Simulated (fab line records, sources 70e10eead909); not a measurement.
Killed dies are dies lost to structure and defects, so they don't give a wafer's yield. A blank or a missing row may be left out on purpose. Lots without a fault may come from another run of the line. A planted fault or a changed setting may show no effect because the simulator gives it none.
Chamber matching | flow nand_harc | NHARC_A_CHANNEL_FILL_D2_ALD_02 on ald_hk-02: 4 sister chambers
The step deposits SiO2, target thk 6 nm, pulse time 10 s, ald cycles 60. 8 wafers are shown with their chamber, then 12 later ones without.

WAFERS WITH THEIR CHAMBER
wafer  | chamber | heater_power_w (W) | precursor_pulse_height_rel
L083.2 | 0       | 510                | 1.015
L085.3 | 0       | 513                | 0.995
L091.1 | 1       | 451                | 0.968
L091.5 | 2       | 472                | 0.993
L091.6 | 3       | 446                | 0.982
L093.1 | 1       | 437                | 1.009
L093.4 | 2       | 488                | 1.012
L093.6 | 3       | 444                | 0.979

WAFERS WITHOUT THEIR CHAMBER
wafer  | heater_power_w (W) | precursor_pulse_height_rel
L094.2 | 515                | 0.958
L094.3 | 488                | 0.997
L094.6 | 437                | 1.007
L096.1 | 448                | 1.027
L096.2 | 478                | 0.987
L096.3 | 453                | 1.012
L096.4 | 522                | 0.976
L096.5 | 436                | 0.984
L096.6 | 527                | 1.020
L097.1 | 524                | 0.975
L097.2 | 440                | 0.988
L097.5 | 461                | 1.008

WHICH CHAMBER EACH WENT THROUGH
wafer  | from the rows above          | in truth
L094.2 | 0                            | 0
L094.3 | 2                            | 2
L094.6 | can't be placed: 1 or 3      | 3
L096.1 | can't be placed: 1 or 3      | 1
L096.2 | 2                            | 2
L096.3 | can't be placed: 1 or 3 or 2 | 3
L096.4 | 0                            | 0
L096.5 | can't be placed: 1 or 3      | 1
L096.6 | 0                            | 0
L097.1 | 0                            | 0
L097.2 | can't be placed: 1 or 3      | 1
L097.5 | can't be placed: 1 or 2 or 3 | 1
Placed correctly: 6 of 12. Can't be placed from these rows: 6 (the true chamber is among the candidates in 6). Placed wrongly: 0.
How it was worked out, from the rows above alone: a wafer's distance from a chamber is the root of the sum, over the readings, of the square of ((its reading less the chamber's mean) divided by the reading's scatter). The wafer belongs to the nearest chamber; if the next one is less than 2 further off, it can't be placed. A chamber's mean is the mean of its shown wafers. The scatter: the root of (the sum of the squares of (reading less its chamber's mean) over the shown wafers, divided by (wafers less chambers)).
